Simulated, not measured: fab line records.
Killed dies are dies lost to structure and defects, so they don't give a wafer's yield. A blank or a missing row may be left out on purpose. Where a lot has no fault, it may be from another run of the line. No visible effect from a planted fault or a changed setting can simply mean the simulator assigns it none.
Struck lot and sound lot, side by side	flow n5-finfet	40 out of 1938 route steps
Sound: these wafers, L669.1, L669.2, L669.5. Struck: wafers L683.2, L683.5, L683.6. Last of all comes the cause.
Order at every step that has rows: each side's tool, ch and its chambers, its first start. Under that, the readings that differ: sound wafers	struck wafers	difference of the means	sigmas: that difference in standard deviations of wafers without a fault.
alike: a reading whose means differ by less than 2 such deviations, as well as words and numbers matching on both sides. not compared: withheld readings; readings where some wafer has no value; bounds like >300 that might hide an equal value; numbers whose values overlap and for which the record gives no deviation.
Wherever a step has rows on one side only, a row that says differs or no value, or a row with sigmas, the two part there. When numbers do not overlap yet have no deviation, they are printed without sigmas and do not part them. A reading that every wafer of one side lacks parts them only if that side has two wafers or more.

first, 12 steps without rows for these wafers: N5_SD_EPI_N_STRIP_36 (strips in N2/H2); N5_SD_EPI_N_ETCHBACK_44 (etches SiNx in CH3F/O2, stops on SiO2, target depth 14.5 nm); N5_SD_EPI_N_ETCH_45 (etches SiOCN in CH3F/O2, target depth 6 nm); N5_SD_EPI_N_ETCH_16 (etches SiO2 in CHF3/O2, target depth 5 nm); N5_SD_EPI_N_STRIP_47 (strips in CHF3/O2); N5_SD_EPI_N_SD_RECESS_17 (chemistry HBr/Cl2/O2, target depth 41 nm, time 23.7 s, bt time 3 s); N5_SD_EPI_N_STRIP_38 (strips in N2/H2); N5_SD_EPI_N_WET_ETCH_43 (etches SiO2 in dHF, time 14 s, target depth 1.5 nm); N5_SD_EPI_N_STRIP_18 (strips in SPM, time 750 s); N5_SD_EPI_N_SRD_20 (time 30 s); N5_SD_EPI_N_PRECLEAN_48 (cleans in NF3:NH3, afs cycles 2, time 20 s, sublimation time 60 s); N5_SD_EPI_N_VAPOR_ETCH_50 (etches Si in HCl, time 54 s).
N5_SD_EPI_N_EPI_21: deposits Si:P, time 690 s.
  sound on epi-rpcvd-03 ch 0, day 3 22:57; struck on epi-rpcvd-03 ch 0, day 7 10:34
reading	sound	struck	difference	sigmas
susceptor-temp-C (C)	680.14 680.48 680.34	682.01 681.36 681.80	+1.40	+5
susceptor_temp_C_max	682.0 682.0 681.9	683.6 683.3 683.6	+1.5	+4
model.Si-P_of_SD_EPI_N_EPI_21.thk-nm (nm)	60 60.2 59.6	61.4 60.8 61.6	+1.3	
  alike: lamp-inner-pct
then, 24 steps without rows for these wafers: N5_SD_EPI_N_PRECLEAN_24 (cleans in O3/DIW, time 60 s); N5_SD_EPI_N_SRD_25 (time 30 s); N5_SD_EPI_N_PRECLEAN_49 (cleans in NF3:NH3, afs cycles 1, time 20 s, sublimation time 60 s); N5_SD_EPI_N_LINER_46 (material SiNx, target thk 3 nm); N5_SD_EPI_P_COAT_34 (time 60 s, resist thk 350 nm); N5_SD_EPI_P_COAT_35 (time 60 s, resist thk 35 nm); N5_SD_EPI_P_COAT_03 (resist thk 150 nm); N5_SD_EPI_P_EBR_05; N5_SD_EPI_P_SOFTBAKE_04 (time 60 s); N5_SD_EPI_P_EXPOSE_06 (exposes mask SD P BLK, target cd 240 nm); N5_SD_EPI_P_PEB_07 (peb time 60 s); N5_SD_EPI_P_DEVELOP_08 (develop time 30 s); N5_SD_EPI_P_DESCUM_14 (chemistry O2, time 7.9 s); N5_SD_EPI_P_ETCH_36 (etches SiARC in CF4, target depth 45.5 nm, time 75.8 s); N5_SD_EPI_P_ETCH_37 (etches SOC in N2/H2, overetch 108 nm, time 486 s); N5_SD_EPI_P_STRIP_38 (strips in N2/H2); N5_SD_EPI_P_ETCHBACK_46 (etches SiNx in CH3F/O2, stops on SiO2, target depth 17.5 nm); N5_SD_EPI_P_ETCH_47 (etches SiOCN in CH3F/O2, target depth 25 nm); N5_SD_EPI_P_ETCH_16 (etches SiO2 in CHF3/O2, target depth 5 nm); N5_SD_EPI_P_STRIP_50 (strips in CHF3/O2); N5_SD_EPI_P_SD_RECESS_17 (chemistry HBr/Cl2/O2, target depth 39.1 nm, bt time 3 s); N5_SD_EPI_P_WET_ETCH_45 (etches SiO2 in dHF, time 10.7 s, target depth 2 nm, rinse time 30 s); N5_SD_EPI_P_STRIP_40 (strips in N2/H2); N5_SD_EPI_P_PRECLEAN_52 (cleans in O3/DIW, time 60 s).
N5_SD_EPI_P_PRECLEAN_24: cleans in O3/DIW, time 45 s.
  sound on wet-bench-03 ch 1,5,6, day 4 05:55; struck on wet-bench-03 ch 4,5,6, day 7 17:15
reading	sound	struck	difference	sigmas
model.Si-P_of_SD_EPI_N_EPI_21.thk-nm (nm)	59.2 59.4 58.8	60.4 60 60.8	+1.3	
-- record jumps: 5 days separate the struck wafers' starts on either side; left off in module SD_EPI_P, taken up again in module BEOL_M4, whose first shown step is the route's number 1111 --
N5_BEOL_M4_RC_MEAS_101:
  sound on prober-02 ch 0, day 8 13:54; struck on prober-02 ch 0, day 12 07:05
  alike: DIBL_N, DIBL_P, IOFF_N, IOFF_P, ION_N, ION_P, SS_N, SS_P, VT_N, VT_P
-- record jumps: 4 days separate the struck wafers' starts on either side; left off in module BEOL_M4, taken up again in module PASSIVATION, whose first shown step is the route's number 1936 --
N5_PASSIVATION_PROBE_49:
  sound: prober-02 at day 12 17:21; struck: prober-01 at day 16 14:29
  alike: defect-limited-yield, killed_at_M0_to_M3, killed_at_M4_up, killed-at-contacts, killed-at-front-end, killed-at-other, killed-dies, killed-on-rim, killed-open, killed-short, sort_bin_5_function, sort_bin_6_memory, sort_bin_8_speed, sort-n-pass, sort-yield-pct

WHERE THEY PART
Only at N5_SD_EPI_N_EPI_21, as far as this record shows. Later steps at which nothing parts them and some readings are alike: N5_BEOL_M4_RC_MEAS_101, N5_PASSIVATION_PROBE_49.

WHY: the cause the simulator had injected
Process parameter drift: epi-rpcvd-03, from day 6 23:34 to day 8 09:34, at N5_SD_EPI_N_EPI_21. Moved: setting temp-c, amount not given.
